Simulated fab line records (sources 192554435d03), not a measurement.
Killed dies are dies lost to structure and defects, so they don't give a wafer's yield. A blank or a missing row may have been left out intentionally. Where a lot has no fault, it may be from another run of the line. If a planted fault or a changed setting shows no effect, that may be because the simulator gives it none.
Split-lot trial :: flow n5-finfet :: 21 wafers read across 7 lots, on a route 1938 steps long

== SPLIT DETAILS ==
At N5_BEOL_M14_SPUTTER_44 (material Ta, target thk 15 nm, time 24.19 s), the setting time-s was moved away from the recipe's 24.19 s on 6 of the 21 wafers read, by -13.0% to +11.4%. This setting was run at the recipe's value on the other wafers.

Reading taken at the split's own step.

== THE READING ==
Ta_of_BEOL_M14_SPUTTER_44.thk-nm (the simulator's own value, which no gauge read), in nm, at N5_BEOL_M14_SPUTTER_44 (material Ta, target thk 15 nm, time 24.19 s). The file does not state a usual value for it. Average 15.0 nm, standard deviation 0.2 nm, over the 15 wafers here run with the recipe.

wafer: L074.1
tool, chamber at the split: pvd-sputter-01, -
time-s as run, s: 24.19
against the recipe: recipe
Ta_of_BEOL_M14_SPUTTER_44.thk-nm, nm: 14.8
against lot-mates on the recipe: -

wafer: L074.2
tool, chamber at the split: pvd-sputter-01, -
time-s as run, s: 24.19
against the recipe: recipe
Ta_of_BEOL_M14_SPUTTER_44.thk-nm, nm: 15
against lot-mates on the recipe: -

wafer: L074.5
tool, chamber at the split: pvd-sputter-01, -
time-s as run, s: 24.19
against the recipe: recipe
Ta_of_BEOL_M14_SPUTTER_44.thk-nm, nm: 15
against lot-mates on the recipe: -

wafer: L078.1
tool, chamber at the split: pvd-sputter-02, -
time-s as run, s: 24.19
against the recipe: recipe
Ta_of_BEOL_M14_SPUTTER_44.thk-nm, nm: 15
against lot-mates on the recipe: -

wafer: L078.3
tool, chamber at the split: pvd-sputter-02, -
time-s as run, s: 21.05
against the recipe: -13.0%
Ta_of_BEOL_M14_SPUTTER_44.thk-nm, nm: 13.2
against lot-mates on the recipe: -1.9

wafer: L078.6
tool, chamber at the split: pvd-sputter-02, -
time-s as run, s: 24.19
against the recipe: recipe
Ta_of_BEOL_M14_SPUTTER_44.thk-nm, nm: 15.2
against lot-mates on the recipe: -

wafer: L080.1
tool, chamber at the split: pvd-sputter-01, -
time-s as run, s: 26.95
against the recipe: +11.4%
Ta_of_BEOL_M14_SPUTTER_44.thk-nm, nm: 17
against lot-mates on the recipe: +1.8

wafer: L080.4
tool, chamber at the split: pvd-sputter-01, -
time-s as run, s: 24.19
against the recipe: recipe
Ta_of_BEOL_M14_SPUTTER_44.thk-nm, nm: 15.2
against lot-mates on the recipe: -

wafer: L080.5
tool, chamber at the split: pvd-sputter-01, -
time-s as run, s: 26.95
against the recipe: +11.4%
Ta_of_BEOL_M14_SPUTTER_44.thk-nm, nm: 16.6
against lot-mates on the recipe: +1.4

wafer: L083.3
tool, chamber at the split: pvd-sputter-02, -
time-s as run, s: 24.19
against the recipe: recipe
Ta_of_BEOL_M14_SPUTTER_44.thk-nm, nm: 15.2
against lot-mates on the recipe: -

wafer: L083.6
tool, chamber at the split: pvd-sputter-02, -
time-s as run, s: 24.19
against the recipe: recipe
Ta_of_BEOL_M14_SPUTTER_44.thk-nm, nm: 15.2
against lot-mates on the recipe: -

wafer: L083.5
tool, chamber at the split: pvd-sputter-02, -
time-s as run, s: 24.19
against the recipe: recipe
Ta_of_BEOL_M14_SPUTTER_44.thk-nm, nm: 15
against lot-mates on the recipe: -

wafer: L085.1
tool, chamber at the split: pvd-sputter-03, -
time-s as run, s: 24.19
against the recipe: recipe
Ta_of_BEOL_M14_SPUTTER_44.thk-nm, nm: 14.8
against lot-mates on the recipe: -

wafer: L085.5
tool, chamber at the split: pvd-sputter-03, -
time-s as run, s: 26.25
against the recipe: +8.5%
Ta_of_BEOL_M14_SPUTTER_44.thk-nm, nm: 16.6
against lot-mates on the recipe: +1.6

wafer: L085.6
tool, chamber at the split: pvd-sputter-03, -
time-s as run, s: 24.19
against the recipe: recipe
Ta_of_BEOL_M14_SPUTTER_44.thk-nm, nm: 15.2
against lot-mates on the recipe: -

wafer: L088.2
tool, chamber at the split: pvd-sputter-02, -
time-s as run, s: 22.35
against the recipe: -7.6%
Ta_of_BEOL_M14_SPUTTER_44.thk-nm, nm: 13.8
against lot-mates on the recipe: -1.4

wafer: L088.5
tool, chamber at the split: pvd-sputter-02, -
time-s as run, s: 24.19
against the recipe: recipe
Ta_of_BEOL_M14_SPUTTER_44.thk-nm, nm: 15.4
against lot-mates on the recipe: -

wafer: L088.6
tool, chamber at the split: pvd-sputter-02, -
time-s as run, s: 24.19
against the recipe: recipe
Ta_of_BEOL_M14_SPUTTER_44.thk-nm, nm: 15
against lot-mates on the recipe: -

wafer: L097.1
tool, chamber at the split: pvd-sputter-03, -
time-s as run, s: 24.19
against the recipe: recipe
Ta_of_BEOL_M14_SPUTTER_44.thk-nm, nm: 14.6
against lot-mates on the recipe: -

wafer: L097.2
tool, chamber at the split: pvd-sputter-03, -
time-s as run, s: 24.19
against the recipe: recipe
Ta_of_BEOL_M14_SPUTTER_44.thk-nm, nm: 15
against lot-mates on the recipe: -

wafer: L097.6
tool, chamber at the split: pvd-sputter-03, -
time-s as run, s: 21.35
against the recipe: -11.7%
Ta_of_BEOL_M14_SPUTTER_44.thk-nm, nm: 13.4
against lot-mates on the recipe: -1.4

FIT RESULTS
A straight line over all 21 wafers: Ta_of_BEOL_M14_SPUTTER_44.thk-nm changes by +0.152 nm for each +1% of time-s; r = +0.98; the points scatter about the line by 0.2 nm.
The same after taking each lot's own level away (the mean of its wafers on the recipe; 21 wafers): +0.146 nm for each +1%; r = +0.98; scatter 0.19 nm.
On that fit, the largest move of time-s shifts the reading by 1.9 nm.
The span of the lots' own levels, 14.80 to 15.20 nm, comes to 2.0 times the standard deviation stated above.
Hence the lot-to-lot level has little effect on the slope; both slopes agree.
Check: for one of the wafers moved furthest among these (-13.0%), held out of the fit, the line's prediction against its lot-mates is -1.88 nm. It came out at -1.9 nm against them.

== THE OTHER SPLITS THESE WAFERS WENT THROUGH ==
Note: prior to the reading, these wafers also went through further splits. Each is held against what the fit with the lots' levels taken away leaves over:
other split on the same wafers: N5_BEOL_M14_PEB_26 peb-temp-c
wafers away from the commonest value: 7
r with Ta_of_BEOL_M14_SPUTTER_44.thk-nm (lot level and that fit taken away): +0.11

== THE FILE'S OWN FIT ==
Ta_of_BEOL_M14_SPUTTER_44.thk-nm changes by +0.148 nm for each +1% of time-s, r = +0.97.
